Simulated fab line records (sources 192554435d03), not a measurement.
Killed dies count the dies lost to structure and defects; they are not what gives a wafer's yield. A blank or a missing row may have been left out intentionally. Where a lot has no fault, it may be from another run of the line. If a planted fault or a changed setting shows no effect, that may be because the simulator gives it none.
Problem report, 8D (eight disciplines) form, completed by code ; flow n5 finfet ; the parts of the form that need people (team, actions taken, sign-off) are left out

== 1. PROBLEM STATEMENT ==
VT_N_LONG at N5_BEOL_M4_RC_MEAS_101 reads a mean of 286.9 mV on 2 wafers of 2 lots; wafers without a fault read 275.3 mV with a standard deviation of 1.9. Measured from the usual mean, that is +6.1 standard deviations.
First seen on wafer L198.5, day 13 14:25, on prober-02. The record has a number at this step for 30 wafers belonging to 10 lots. The rule behind "out" and "out of limits": a value lying over 4 standard deviations away from the usual mean. The rest of the wafers with a number are treated as sound.

== 2. WHAT THIS IS AND IS NOT ==
question;is;is not
which readings at this step;VT_N_LONG, IOFF_N_LONG;DIBL_N, DIBL_P, IOFF_N, IOFF_P, ION_P, SS_N, VT_P
which lots;L198, L202;L185, L190, L191, L192, L194, L203, L205, L207
which wafers of those lots;L198.5, L202.6;L198.3, L198.6, L202.2, L202.3
read on which gauges;prober-01, prober-02;-
when;from day 13 14:25;"up to then (17 sound wafers); but 11 sound wafers of L202, L203, L205, L207 came after"

== 3. SUSPECTS, AND WHAT RULES EACH OUT ==
Counting: any tool at a process step up to the reading remains a suspect provided it ran every lot that is out. Sound lots after the first of them don't rule it out here, since some wafers of a struck lot are sound.
- ruled out: the gauge at N5_BEOL_M4_RC_MEAS_101. The wafers that are out were read on 2 gauges (prober-01, prober-02).
- ald metal-01 at N5_HKMG_FIN_ALD_91 (deposits TiN, target thk 1 nm, pulse time 1 s, purge time 3 s): kept. Every lot that is out went through it, the first being L198 (day 7 21:50); the last sound lot it ran before that was L194 (day 6 19:26).
- In ald metal-01 at N5_HKMG_FIN_ALD_91, the wafers that are out were processed in chamber 2 and their sound lot-mates in chambers 1, 3.
Remaining after the count: ald metal-01 at N5_HKMG_FIN_ALD_91.

== 4. THE CAUSE (what the simulator had put in) ==
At N5_HKMG_FIN_ALD_91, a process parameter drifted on ald metal-01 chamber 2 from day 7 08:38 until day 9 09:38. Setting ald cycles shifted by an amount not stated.
Only this tool survived the counting.

== 5. SEQUENCE OF EFFECTS, ordered by route ==
Rows list readings where the struck wafers' mean (over those with a number) sits beyond 3 standard deviations from the usual. Readings are gone through only where the record gives a usual standard deviation; hours: the median, over the lots, of the time from a lot's start at the first step in this table giving one to that lot's start at this step; sigmas: the change measured in usual standard deviations.
hours;step;reading;usual;on struck wafers;change;sigmas
0;N5_BEOL_M4_RC_MEAS_101;IOFF_N_LONG;5.49e-05 nA/um;4.35e-05;-1.14e-05;-6.3
0;N5_BEOL_M4_RC_MEAS_101;VT_N_LONG;275.3 mV;286.9;+11.6;+6.1

== 6. WHAT WOULD HAVE CAUGHT IT SOONER ==
In this record the first reading out of limits at a measuring or inspecting step was taken at day 13 14:25, 150 hours after the fault began at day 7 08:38.
Tool readings at N5_HKMG_FIN_ALD_91 with a usual standard deviation given in the record: none out on any struck wafer, hence no alarm at a limit of 4 standard deviations on them.
By day 13 14:25 the whole set of lots that are out, 2 in number, had already begun N5_HKMG_FIN_ALD_91 on ald metal-01. Holding the tool at that point would not have protected any of them.
